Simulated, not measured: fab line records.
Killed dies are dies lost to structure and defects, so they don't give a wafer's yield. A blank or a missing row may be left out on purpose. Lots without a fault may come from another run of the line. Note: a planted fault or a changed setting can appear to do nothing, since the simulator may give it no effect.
fab line records | flow n5_finfet
[record] lots = 9 wafers = 27 last_day = 18
route steps=1938 shown BEOL_M0_CUTY@713 BEOL_M0@731 BEOL_M4@1111
lots with no fault: from the same line, run without faults
start_h: hours from the record's first day to the start of the lot's first wafer shown | wait_h: time in hours since the lot's previous step | " the same as in the row above | L1.1+2: several wafers, shown together as one row | - value missing, or start not given | * or withheld: withheld | < > ~ a bound
route shown NAME@n: a module of which the file shows steps, and the number in the route of the first | usual: average and standard deviation across the fault-free wafers | same: alike in all rows | chamber/n: place in a boat | sites: each site's reading | _std_site: standard deviation of those values | _edge_site: outer sites' mean less inner sites' | radius_mm: for every site, how far away it sits from the centre of the wafer | mask NAME#n: copy n | behind: the tool/chamber that last shaped the wafer | hold: reason for holding the lot/hours on hold/outcome of the hold | device: whichever transistor did not switch (one of n, p or np) | end of line: at the end of the route, the tests of the same wafers | where a step has no rows: the recipe by itself | killed: the dies lost at the first sort to structure and to defects; this is not the yield of the wafer | map: the dies of a wafer, with x for killed, . for not killed, _ for no die there
set.NAME: the run value of the setting; set.NAME@STEP: its run value at that earlier step | model.NAME: the simulator's own value behind a step, which no gauge read
steps of the route over a sample of lots; a table a step, a row a wafer
services: a tool's chamber out of use, with start hour (start_h, from the record's first day; less than 0 if before it), hours out, and reason
[[steps]]
[step N5_BEOL_M0_CUTY_ETCH_63]
[recipe] chemistry = N2/H2 target = SOC target_depth_a = 827 overetch_a = 165 mask_material = SiARC temp_c = 40 ion_energy_ev = 200 time_s = 124 pressure_mtorr = 30 source_w = 840 bias_w = 150 n2_flow_sccm = 200 h2_flow_sccm = 200
[usual] drypump_motor_current_A = 5.8/0.55 oes_product_au = 0.64/0.049 rf_vpp_V = 523.6/2.2 showerhead_plenum_p_Torr = 2.53/0.07 throttle_valve_pct = 17.9/0.3
// columns lot.wafer tool chamber start_h wait_h drypump_motor_current_A oes_product_au rf_hours_counter_h rf_vpp_V showerhead_plenum_p_Torr throttle_valve_pct
L930.2 rie_diel-02 0 112.56 0.0 5.6 0.60 216 525.7 2.63 18.2
L930.3 " 1 " " 6.6 0.60 141 523.7 2.55 18.1
L930.6 " 3 " " 5.1 0.61 - 523.7 2.55 18.3
L931.2 rie_diel-01 2 121.19 0.0 5.1 0.66 75 520.1 2.47 17.7
L931.4 " 3 " " 6.3 0.68 43 524.0 2.60 17.4
L931.5 " 3 " " 6.2 0.69 - 524.1 2.60 17.4
L939.1 rie_diel-02 3 166.58 0.0 5.0 0.60 177 523.8 2.54 18.3
L939.2 " 0 " " 5.6 0.59 236 525.9 2.62 18.2
L939.6 " 1 " " 6.6 0.60 - 522.5 2.54 18.2
L940.1 rie_diel-04 2 169.71 0.0 6.2 0.71 43 521.4 2.48 17.5
L940.4 " 0 " " 6.8 0.59 196 520.6 2.40 18.1
L940.5 " 0 " " 6.8 0.59 - 519.8 2.40 18.1
L941.1 rie_diel-01 2 178.05 0.0 5.2 0.65 94 520.8 2.47 17.7
L941.3 " 3 " " 6.2 0.67 61 525.2 2.59 17.5
L941.6 " 3 " " 6.2 0.67 - 525.0 2.59 17.4
L942.3 rie_diel-01 1 188.37 0.0 5.5 0.66 75 525.2 2.58 17.6
L942.4 " 2 " " 5.1 0.65 97 520.4 2.46 17.8
L942.5 " 0 " " 5.3 0.71 - 526.1 2.56 17.5
L944.3 rie_diel-04 2 200.31 0.0 6.2 0.70 54 521.5 2.47 17.5
L944.5 " 2 " " 6.2 0.70 - 522.4 2.47 17.5
L944.6 " 3 " " 5.3 0.61 - 519.7 2.44 18.1
L950.1 rie_diel-02 1 236.58 0.0 6.6 0.58 186 522.9 2.53 18.2
L950.4 " 0 " " 5.6 0.77 4 525.6 2.62 17.8
L950.5 " 1 " " 6.6 0.58 - 523.9 2.53 18.2
L953.3 rie_diel-02 0 252.87 0.0 5.6 0.75 10 526.7 2.61 17.8
L953.5 " 0 " " 5.6 0.75 - 525.8 2.61 17.8
L953.6 " 1 " " 6.6 0.57 - 523.6 2.53 18.2
[step N5_BEOL_M0_ALD_136]
[recipe] material = TaN target_thk_a = * temp_c = 275 ald_precursor_family = PDMAT ald_co_reactant = NH3 pressure_torr = 3 carrier_flow_sccm = 1500 pulse_time_s = 2 purge_time_s = 3 co_reactant_purge_time_s = 2 co_reactant_pulse_time_s = 3 ald_cycles = 30 precursor_vessel_temp_c = 75 precursor_vessel_pressure_torr = 26.25 precursor_vessel_carrier_sccm = 1000
[usual] heater_power_w = 417/56 purge_time_s = 3/0
// columns lot.wafer tool chamber start_h wait_h heater_power_w purge_time_s
L930.2 ald_metal-04 0 114.05 0.0 428 3
L930.3 " 3 " " 491 3
L930.6 " 2 " " 489 3
L931.2 ald_metal-04 3 125.74 0.0 484 3
L931.4 " 0 " " 420 3
L931.5 " 0 " " 413 3
L939.1 ald_metal-03 1 167.92 0.0 394 3
L939.2 " 3 " " 402 3
L939.6 " 2 " " 324 3
L940.1 ald_metal-03 3 171.63 0.0 379 3
L940.4 " 0 " " 362 3
L940.5 " 1 " " 399 3
L941.1 ald_metal-04 2 181.60 0.1 501 3
L941.3 " 0 " " 424 3
L941.6 " 1 " " 441 3
L942.3 ald_metal-03 3 193.16 0.0 391 3
L942.4 " 2 " " 324 3
L942.5 " 0 " " 372 3
L944.3 ald_metal-03 2 202.13 0.0 320 3
L944.5 " 2 " " 319 3
L944.6 " 1 " " 388 3
L950.1 ald_metal-03 1 242.33 0.0 386 2.747
L950.4 " 3 " " 386 3
L950.5 " 1 " " 398 3
L953.3 ald_metal-03 0 255.74 0.0 372 2.747
L953.5 " 2 " " 325 3
L953.6 " 1 " " 384 2.747
[step N5_BEOL_M0_ANNEAL_133]
[recipe] temp_c = 400 time_s = 60 ambient = vacuum
[usual] heater_power_w = 838/73
// columns lot.wafer tool chamber start_h wait_h heater_power_w
L930.2 pvd_sputter-02 - 116.20 0.0 886
L930.3 " - " " 1033
L930.6 " - " " 891
L931.2 pvd_sputter-02 - 127.91 0.0 811
L931.4 " - " " 803
L931.5 " - " " 822
L939.1 pvd_sputter-01 - 168.67 0.0 804
L939.2 " - " " 792
L939.6 " - " " 888
L940.1 pvd_sputter-03 - 172.85 0.0 692
L940.4 " - " " 876
L940.5 " - " " 689
L941.1 pvd_sputter-01 - 182.50 0.0 899
L941.3 " - " " 825
L941.6 " - " " 781
L942.3 pvd_sputter-03 - 194.08 0.0 692
L942.4 " - " " 851
L942.5 " - " " 872
L944.3 pvd_sputter-03 - 202.97 0.0 882
L944.5 " - " " 867
L944.6 " - " " 883
L950.1 pvd_sputter-03 - 243.01 0.0 874
L950.4 " - " " 873
L950.5 " - " " 907
L953.3 pvd_sputter-03 - 256.57 0.0 872
L953.5 " - " " 713
L953.6 " - " " 877
[step N5_BEOL_M0_CMP_120]
[recipe] stop_on = SiOC t_overpolish_s = 6.9 down_force_psi = 1 platen_rpm = 50 clearing_platen_down_force_psi = 1.5 clearing_platen_rpm = 50 post_cmp_clean = cu_alkaline clearing_platen_pad_velocity_m_s = 0.99484 pad_velocity_m_s = 0.99484
[usual] barrier_field_endpoint_s = 3.62/0.12 clearing_platen_rpm = 50.001/0.026 motor_current_A = 6.1/0.66 overpolish_run_s = 6.901/0.0083 time_to_endpoint_s = 63.0/2.8
[same] t_overpolish_s = 6.9
// columns lot.wafer tool chamber start_h wait_h barrier_field_endpoint_s clearing_platen_rpm motor_current_A overpolish_run_s time_to_endpoint_s
L930.2 cmp-01 0 117.28 0.3 3.58 49.939 6.8 6.892 62.4
L930.3 " 1 " " 3.69 49.984 5.6 6.892 63.1
L930.6 " 3 " " 3.55 49.981 5.5 6.896 60.8
L931.4 cmp-01 3 128.57 0.1 3.52 49.973 5.5 6.894 61.4
L931.2 " 0 " " 3.56 49.997 6.3 6.894 65.9
L931.5 " 3 " " 3.60 49.984 5.6 6.888 61.6
L939.2 cmp-02 1 169.36 0.2 3.67 50.006 6.8 6.892 68.3
L939.1 " 3 " " 3.67 50.006 5.1 6.906 60.3
L939.6 " 0 " " 3.76 49.949 6.6 6.908 67.0
L940.4 cmp-02 1 173.63 0.2 3.74 49.982 6.9 6.905 65.7
L940.1 " 0 " " 3.82 49.963 6.4 6.895 67.2
L940.5 " 1 " " 3.57 50.019 7.0 6.900 65.1
L941.1 cmp-02 0 183.16 0.3 3.84 49.974 6.3 6.906 64.8
L941.3 " 3 " " 3.56 50.020 5.0 6.895 58.1
L941.6 " 1 " " 3.83 50.015 7.1 6.900 64.7
L942.3 cmp-01 3 194.73 0.2 3.44 49.973 5.4 6.908 61.7
L942.4 " 1 " " 3.52 50.007 5.8 6.898 63.7
L942.5 " 0 " " 3.62 50.012 6.9 6.902 63.9
L944.3 cmp-01 3 203.66 0.2 3.66 49.975 5.5 6.893 61.2
L944.6 " 2 " " 3.68 50.008 6.6 6.913 62.0
L944.5 " 3 " " 3.61 49.932 5.4 6.893 59.4
L950.4 cmp-01 1 243.70 0.2 3.57 49.977 5.7 6.894 61.7
L950.1 " 3 " " 3.52 50.044 5.8 6.911 62.3
L950.5 " 1 " " 3.65 49.998 6.2 6.901 61.4
L953.3 cmp-02 3 259.70 2.1 3.65 49.976 4.9 6.890 59.1
L953.6 " 0 " " 3.65 49.957 6.3 6.898 64.7
L953.5 " 1 " " 3.55 50.032 6.7 6.890 62.2
[step N5_BEOL_M4_RC_MEAS_101]
[usual] DIBL_N = 36.4/1.7 DIBL_P = 36.4/2.1 IOFF_N = 0.16/0.035 IOFF_P = 0.21/0.035 ION_N = 680/11 ION_P = 465/6.8 SS_N = 71.5/0.58 SS_P = 73.2/0.72 VT_N = 249/3.6 VT_P = -250/3.1
// columns lot.wafer tool chamber start_h wait_h DIBL_N[mV/V] DIBL_P[mV/V] IOFF_N[nA/um] IOFF_P[nA/um] ION_N[uA/um] ION_P[uA/um] SS_N[mV/dec] SS_P[mV/dec] VT_N[mV] VT_P[mV]
L931.2 prober-02 0 176.91 0.2 34.6 34.5 0.14 0.19 669 462 71.7 72.8 252 -248
L931.4 " 0 " " 34.0 33.7 0.13 0.17 667 460 71.6 72.1 253 -253
L931.5 " 0 " " 37.1 37.9 0.18 0.23 689 467 71.5 73.1 246 -247
L930.2 prober-02 0 180.10 0.2 38.5 37.3 0.18 0.21 693 464 71.5 73.9 246 -248
L930.3 " 0 " " 37.1 34.6 0.14 0.17 685 461 71.3 73.2 253 -254
L930.6 " 0 " " 36.7 34.6 0.14 0.15 668 447 71.4 73.4 253 -254
L939.1 prober-02 0 218.23 0.0 36.5 36.4 0.14 0.19 686 472 72.0 73.6 251 -252
L939.2 " 0 " " 38.0 39.3 0.19 0.24 693 474 71.2 73.5 249 -249
L939.6 " 0 " " 40.3 42.2 0.24 0.30 701 475 72.4 74.3 244 -245
L940.1 prober-01 0 220.75 0.0 37.7 36.4 0.19 0.24 697 474 71.9 73.2 244 -246
L940.4 " 0 " " 35.5 33.3 0.13 0.18 655 457 71.9 72.4 252 -252
L940.5 " 0 " " 35.9 34.8 0.14 0.21 682 469 71.6 72.8 246 -246
L941.1 prober-02 0 233.07 0.0 37.5 39.5 0.18 0.23 680 463 71.6 74.5 249 -249
L941.3 " 0 " " 37.0 37.7 0.16 0.20 662 456 71.4 73.6 250 -251
L941.6 " 0 " " 38.2 39.3 0.19 0.22 677 458 71.7 74.7 247 -249
L942.3 prober-01 0 247.19 0.3 35.3 34.5 0.14 0.18 679 463 71.1 72.3 250 -252
L942.4 " 0 " " 35.7 34.5 0.15 0.20 679 461 71.2 72.8 248 -249
L942.5 " 0 " " 36.4 34.9 0.16 0.20 678 459 71.6 73.1 247 -252
L944.3 prober-01 0 256.67 0.3 34.4 34.9 0.12 0.16 665 453 69.9 72.7 255 -258
L944.5 " 0 " " 36.8 37.8 0.15 0.20 668 456 71.1 73.4 254 -252
L944.6 " 0 " " 37.4 38.2 0.16 0.20 682 465 71.3 73.6 253 -254
L950.1 prober-01 0 302.39 0.0 36.7 38.0 0.19 0.23 681 460 71.7 73.4 245 -249
L950.4 " 0 " " 35.4 35.9 0.17 0.19 684 460 71.5 73.1 246 -253
L950.5 " 0 " " 35.4 36.5 0.18 0.19 690 466 71.6 73.5 248 -254
L953.3 prober-01 0 309.77 0.3 36.0 36.2 0.16 0.23 678 470 71.7 72.8 248 -249
L953.5 " 0 " " 34.6 33.8 0.12 0.19 665 464 71.1 72.1 252 -251
L953.6 " 0 " " 38.6 39.1 0.21 0.28 692 469 72.3 74.4 247 -247
[[services]]
// columns tool chamber start_h hours kind
ald_metal-04 - 93.79 0.9 repair
ald_metal-04 - 101.88 8.7 pm
cmp-02 - 116.62 0.3 repair
cmp-02 - 117.34 1.2 repair
pvd_sputter-03 - 122.25 3.7 repair
ald_metal-03 - 131.28 14.6 pm
cmp-02 - 137.80 2.3 repair
rie_diel-04 0 143.65 8.5 repair
cmp-01 - 145.79 4.0 pm
cmp-02 - 145.88 6.5 pm
cmp-01 - 149.79 - consumable_replace:conditioner
cmp-01 - 149.79 - consumable_replace:pad
pvd_sputter-03 - 152.34 6.3 repair
pvd_sputter-03 - 160.23 10.0 repair
cmp-02 - 187.17 3.8 repair
rie_diel-02 0 211.43 - clean
rie_diel-02 0 211.43 - consumable_replace:focus_ring
rie_diel-02 0 211.43 15.1 scheduled_down
cmp-02 - 213.67 5.1 repair
ald_metal-03 3 224.77 1.5 repair
rie_diel-01 - 226.88 11.4 repair
cmp-01 - 231.43 2.0 repair
pvd_sputter-02 - 239.55 2.6 repair
cmp-01 - 245.83 6.2 pm
[[key]]
[first_sign] step = N5_BEOL_M0_ALD_136 reading = purge_time_s direction = down sigmas = 99+ usual = * struck = *
effect none on later readings
met_at N5_BEOL_M0_ALD_136
struck_lots L950,L953
struck_wafers L950.1,L953.3,L953.6
not_acting_at N5_BEOL_M0_CUTY_ETCH_63,N5_BEOL_M0_ANNEAL_133,N5_BEOL_M0_CMP_120
onset_between 202.13 242.33
[fault] kind = process_parameter_drift tool = ald_metal-03 chamber = - onset_h = 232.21 steps = N5_BEOL_M0_ALD_136 channel = purge_time_s offset = * shape = step end_h = 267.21 scope = struck_wafers_only acts_in = * stated = *
